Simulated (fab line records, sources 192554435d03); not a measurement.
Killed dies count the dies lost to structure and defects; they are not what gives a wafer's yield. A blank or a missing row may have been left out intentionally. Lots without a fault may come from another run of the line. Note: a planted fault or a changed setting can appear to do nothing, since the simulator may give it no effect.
One fault through the eyes of 2 desks | flow n5Finfet | what lay behind the numbers comes last; until then each desk has only its own

FROM THE METROLOGY DESK
What the gauges read for every lot (on any tool): the sampled wafers with a number, averaged. The brackets show how far a lot's mean lies from the usual mean; more than 4 standard deviations puts the lot out of limits, marked OUT. 7 of its 11 readings are shown, namely those furthest out on some lot.
Columns: A = DIBL_P at N5_BEOL_M4_RC_MEAS_101, usual 36.6 mV/V; B = IOFF_P at N5_BEOL_M4_RC_MEAS_101, usual 0.21 nA/um; C = ION_N at N5_BEOL_M4_RC_MEAS_101, usual 674 uA/um; D = ION_P at N5_BEOL_M4_RC_MEAS_101, usual 460 uA/um; E = SS_N at N5_BEOL_M4_RC_MEAS_101, usual 71.6 mV/dec; F = SS_P at N5_BEOL_M4_RC_MEAS_101, usual 73.4 mV/dec; G = VT_P at N5_BEOL_M4_RC_MEAS_101, usual -250 mV
lot  | first seen here | A    | B    | C   | D   | E    | F    | G
L853 | day 7 18:42     | 37.5 | 0.20 | 672 | 454 | 72.1 | 73.5 | -253
L852 | day 8 09:41     | 33.7 | 0.21 | 675 | 467 | 70.6 | 73.1 | -249
L858 | day 9 11:27     | 36.0 | 0.21 | 669 | 456 | 72.1 | 73.8 | -251
L859 | day 9 17:56     | 36.2 | 0.25 | 684 | 476 | 71.9 | 74.2 | -244
L868 | day 12 04:05    | 36.5 | 0.17 | 656 | 445 | 71.6 | 73.1 | -257
L871 | day 12 22:20    | 38.7 | 0.22 | 692 | 463 | 71.7 | 74.2 | -250
This desk found nothing out of limits on any of the 6 lots.

FOR THE TOOL OWNER'S DESK: cvdCo-02
The tool's own readings at N5_BEOL_M4_CO_CAP_55 (material Co, precursor CCTBA/H2, target thk 2 nm, time 102.1 s): means of the sampled wafers that have a number, for each lot that ran on this tool. The brackets show how far a lot's mean lies from the usual mean; more than 4 standard deviations puts the lot out of limits, marked OUT.
Columns: A = heaterPowerW at N5_BEOL_M4_CO_CAP_55, usual 239 W; B = runLengthS at N5_BEOL_M4_CO_CAP_55, usual 125.1 s
lot  | first seen here | A   | B
L853 | day 7 18:55     | 224 | 125.2
L852 | day 8 09:46     | 240 | 125.6
L858 | day 9 11:32     | 240 | 97.6 (-69) OUT
L859 | day 9 18:00     | 233 | 97.1 (-70) OUT
L871 | day 12 22:25    | 236 | 125.3
This desk's finding: out of limits on L858, L859; first on L858, day 9 11:32 (runLengthS at N5_BEOL_M4_CO_CAP_55). Within limits: L853, L852, L871.

PUT TOGETHER
The tool owner's desk had the chance to raise an alarm at day 9 11:32 on L858, L859.
Metrology desk: nothing out of limits seen.
The metrology desk has L858, L859 on record, within its limits.
The lots listed all ran N5_BEOL_M4_CO_CAP_55 on cvdCo-02.

WHAT HAD BEEN PUT IN BY THE SIMULATOR
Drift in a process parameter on cvdCo-02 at N5_BEOL_M4_CO_CAP_55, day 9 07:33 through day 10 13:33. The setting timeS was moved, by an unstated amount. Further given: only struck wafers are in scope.
Lots struck among those shown: L858, L859.
Time in hours from fault onset to the first out-of-limits reading at each desk: the tool owner's desk, 4.
